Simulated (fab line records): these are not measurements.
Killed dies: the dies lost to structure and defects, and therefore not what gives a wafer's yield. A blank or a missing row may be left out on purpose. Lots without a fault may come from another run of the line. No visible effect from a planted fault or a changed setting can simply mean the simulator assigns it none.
Matching of chambers -- flow nand-harc -- NHARC_P_CONTACT_STRIP_28 on rie-diel-04: 4 sister chambers
The step strips in O2. 7 wafers are shown with their chamber, then 8 later ones without.

== WAFERS WITH THEIR CHAMBER ==
wafer,chamber,drypump-motor-current-A (A),rf-vpp-V (V)
L414.3,3,5.4,57.5
L415.3,0,5.4,56.7
L417.6,1,4.9,58.6
L420.2,2,5.1,57.8
L420.4,3,5.4,58.4
L420.5,1,4.8,57.6
L423.1,2,5.1,56.7

== WAFERS WHOSE CHAMBER IS MISSING ==
wafer,drypump-motor-current-A (A),rf-vpp-V (V)
L423.2,5.4,58.8
L423.5,5.0,58.0
L424.1,5.0,57.7
L424.2,5.4,55.8
L424.5,5.4,58.0
L430.1,5.4,57.6
L430.4,5.4,56.2
L430.6,4.8,56.6

== THE CHAMBER EACH PASSED THROUGH ==
wafer,from the rows above,in truth
L423.2,can't be placed: 3 or 0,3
L423.5,can't be placed: 2 or 1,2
L424.1,can't be placed: 2 or 1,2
L424.2,can't be placed: 0 or 3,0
L424.5,can't be placed: 3 or 0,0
L430.1,can't be placed: 3 or 0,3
L430.4,can't be placed: 0 or 3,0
L430.6,1,1
Placed correctly: 1 of 8. Can't be placed from these rows: 7 (the true chamber is among the candidates in 7). Wrongly placed: 0.
How it was worked out, from the rows above alone: a wafer's distance from a chamber is the root of the sum, over the readings, of the square of ((its reading less the chamber's mean) divided by the reading's scatter). The wafer belongs to the nearest chamber; if the next one is less than 2 further off, it can't be placed. For every chamber, the mean is computed from those of its wafers that are shown. The scatter: the root of (the sum of the squares of (reading less its chamber's mean) over the shown wafers, divided by (wafers less chambers)).
